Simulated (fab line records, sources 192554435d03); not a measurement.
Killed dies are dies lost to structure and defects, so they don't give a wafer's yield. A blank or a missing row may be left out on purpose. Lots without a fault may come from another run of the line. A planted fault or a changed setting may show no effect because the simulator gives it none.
Which tool did it? | flow n5_finfet | 9 lots, 27 wafers sampled, at 4 steps of a route of 1938

WHAT THE GAUGES READ, wafer by wafer
N5_BEOL_M13_INSPECT_12: inspects for defects (macro). Usual: raw_defect_count 1.9, standard deviation 1.3.
lot  | measured     | on                | raw_defect_count | flag
L560 | day 10 18:11 | defect_inspect-01 | 0 1 0            |
L561 | day 11 05:05 | defect_inspect-02 | 0 4 4            |
L565 | day 11 23:58 | defect_inspect-01 | 2 1 1            |
L577 | day 15 07:05 | defect_inspect-01 | >300 >300 >300   | OFF
L576 | day 15 07:24 | defect_inspect-01 | >300 >300 >300   | OFF
L578 | day 15 14:59 | defect_inspect-02 | 1 3 2            |
L582 | day 16 05:25 | defect_inspect-01 | 0 0 2            |
L580 | day 16 11:46 | defect_inspect-01 | 1 1 3            |
L583 | day 17 05:53 | defect_inspect-02 | 4 2 2            |

WHICH TOOL RAN EACH LOT (tool, then ch and the chambers of the sampled wafers, then the start)
lot  | N5_BEOL_M12_TRENCH_ETCH_34         | N5_BEOL_M12_ANNEAL_48            | N5_BEOL_M13_ILD_DEP_00
L560 | rie_diel-06 ch 1,3, day 10 12:21   | rtp_anneal-01 ch 0, day 10 16:56 | pecvd-01 ch 0,1, day 10 17:41
L561 | rie_diel-03 ch 0,1,2, day 11 02:14 | rtp_anneal-01 ch 0, day 11 03:49 | pecvd-02 ch 0,1,2, day 11 04:34
L565 | rie_diel-01 ch 0,2, day 11 21:25   | rtp_anneal-01 ch 0, day 11 22:33 | pecvd-01 ch 0,1,2, day 11 23:20
L577 | rie_diel-03 ch 0,1,2, day 15 00:34 | rtp_anneal-01 ch 0, day 15 05:47 | pecvd-01 ch 1,2, day 15 06:34
L576 | rie_diel-03 ch 1,3, day 15 03:09   | rtp_anneal-02 ch 0, day 15 06:11 | pecvd-01 ch 0,2, day 15 06:53
L578 | rie_diel-06 ch 0,1, day 15 10:31   | rtp_anneal-02 ch 0, day 15 13:35 | pecvd-02 ch 1,2, day 15 14:22
L582 | rie_diel-01 ch 0,1,2, day 16 01:41 | rtp_anneal-01 ch 0, day 16 03:56 | pecvd-04 ch 0,2, day 16 04:54
L580 | rie_diel-06 ch 0,1,3, day 16 07:44 | rtp_anneal-02 ch 0, day 16 10:21 | pecvd-02 ch 0,2, day 16 11:08
L583 | rie_diel-06 ch 1,2, day 17 03:28   | rtp_anneal-01 ch 0, day 17 04:33 | pecvd-02 ch 1,2, day 17 05:23
- N5_BEOL_M12_TRENCH_ETCH_34: etches SiOC in C4F8/O2/Ar, target depth 318.95 nm, time 125.5 s.
- N5_BEOL_M12_ANNEAL_48: time 90 s.
- N5_BEOL_M13_ILD_DEP_00: deposits SiOC from DEMS/O2, target thk 837.92 nm, time 166.4 s.

WHAT THE TOOLS THEMSELVES READ (means of the sampled wafers that have a number; where no wafer has one, the mark that the record gives instead)
N5_BEOL_M12_TRENCH_ETCH_34. Usual: drypump_motor_current_A 5.7 A, standard deviation 0.42; he_inner_torr 15.000 Torr, standard deviation 0.03; he_outer_torr 30.01 Torr, standard deviation 0.061; oes_product_au 0.82 a.u., standard deviation 0.068; rf_vpp_V 666.5 V, standard deviation 2.5; showerhead_plenum_p_Torr 3.46 Torr, standard deviation 0.094; throttle_valve_pct 24.23 %, standard deviation 0.21.
lot  | tool        | drypump_motor_current_A (A) | he_inner_torr (Torr) | he_outer_torr (Torr) | oes_product_au (a.u.) | rf_vpp_V (V) | showerhead_plenum_p_Torr (Torr) | throttle_valve_pct (%) | flag
L560 | rie_diel-06 | 5.8                         | 14.997               | 30.01                | 0.78                  | 666.7        | 3.46                            | 24.38                  |
L561 | rie_diel-03 | 5.8                         | 15.006               | 30.05                | 0.86                  | 665.3        | 3.43                            | 24.32                  |
L565 | rie_diel-01 | 5.8                         | 15.006               | 30.07                | 0.91                  | 665.6        | 3.40                            | 24.08                  |
L577 | rie_diel-03 | 5.7                         | 15.004               | 30.04                | 0.81                  | 664.7        | 3.41                            | 24.37                  |
L576 | rie_diel-03 | 5.9                         | 14.974               | 30.01                | 0.81                  | 663.2        | 3.33                            | 24.22                  |
L578 | rie_diel-06 | 5.7                         | 14.999               | 30.04                | 0.79                  | 669.8        | 3.59                            | 24.23                  |
L582 | rie_diel-01 | 6.1                         | 15.000               | 29.95                | 0.84                  | 664.7        | 3.41                            | 24.04                  |
L580 | rie_diel-06 | 5.7                         | 15.014               | 29.98                | 0.75                  | 667.1        | 3.50                            | 24.38                  |
L583 | rie_diel-06 | 5.7                         | 14.998               | 30.06                | 0.83                  | 668.5        | 3.51                            | 24.20                  |

N5_BEOL_M12_ANNEAL_48. Usual: wafer_temp_C_max 226.00, standard deviation 0.19.
lot  | tool          | wafer_temp_C_max | flag
L560 | rtp_anneal-01 | 225.84           |
L561 | rtp_anneal-01 | 225.98           |
L565 | rtp_anneal-01 | 225.98           |
L577 | rtp_anneal-01 | 225.89           |
L576 | rtp_anneal-02 | 225.92           |
L578 | rtp_anneal-02 | 226.04           |
L582 | rtp_anneal-01 | 226.09           |
L580 | rtp_anneal-02 | 226.05           |
L583 | rtp_anneal-01 | 226.08           |

N5_BEOL_M13_ILD_DEP_00. Usual: heater_power_w 460 W, standard deviation 65; showerhead_plenum_p_Torr 5.695 Torr, standard deviation 0.018; throttle_valve_pct 11.7 %, standard deviation 0.56.
lot  | tool     | heater_power_w (W) | showerhead_plenum_p_Torr (Torr) | throttle_valve_pct (%) | flag
L560 | pecvd-01 | 424                | 5.675                           | 12.1                   |
L561 | pecvd-02 | 516                | 5.711                           | 11.7                   |
L565 | pecvd-01 | 440                | 5.675                           | 11.6                   |
L577 | pecvd-01 | 418                | 5.683                           | 11.1                   |
L576 | pecvd-01 | 415                | 5.676                           | 11.1                   |
L578 | pecvd-02 | 458                | 5.712                           | 11.8                   |
L582 | pecvd-04 | 451                | 5.697                           | 11.6                   |
L580 | pecvd-02 | 491                | 5.721                           | 11.6                   |
L583 | pecvd-02 | 484                | 5.704                           | 12.3                   |

THE ANSWER, worked out from the rows above alone
Rule: a lot is off if the mean of its wafers that have a number lies more than 3 standard deviations from the usual mean. A lot without any number at a reading at which 4 lots or more have one is off too. The other lots that the step has rows for count as sound. The gauges are gone through in route order, then the tools' own readings, and for those a lot's mean is taken as printed above. The first step at which some lot is off is used, and at that step the reading that is off furthest; a lot without a number counts as furthest.
Off: L577, L576, at N5_BEOL_M13_INSPECT_12 (raw_defect_count). Without a number there: L577, L576.
A tool fits if, at a process step before that reading, it ran every lot that is off, and no sound lot after the first of them. The gauges at N5_BEOL_M13_INSPECT_12 are tried like those tools. Can't be told from this: 2 tools fit, rie_diel-03 at N5_BEOL_M12_TRENCH_ETCH_34, pecvd-01 at N5_BEOL_M13_ILD_DEP_00.

WHAT THE SIMULATOR HAD PUT IN
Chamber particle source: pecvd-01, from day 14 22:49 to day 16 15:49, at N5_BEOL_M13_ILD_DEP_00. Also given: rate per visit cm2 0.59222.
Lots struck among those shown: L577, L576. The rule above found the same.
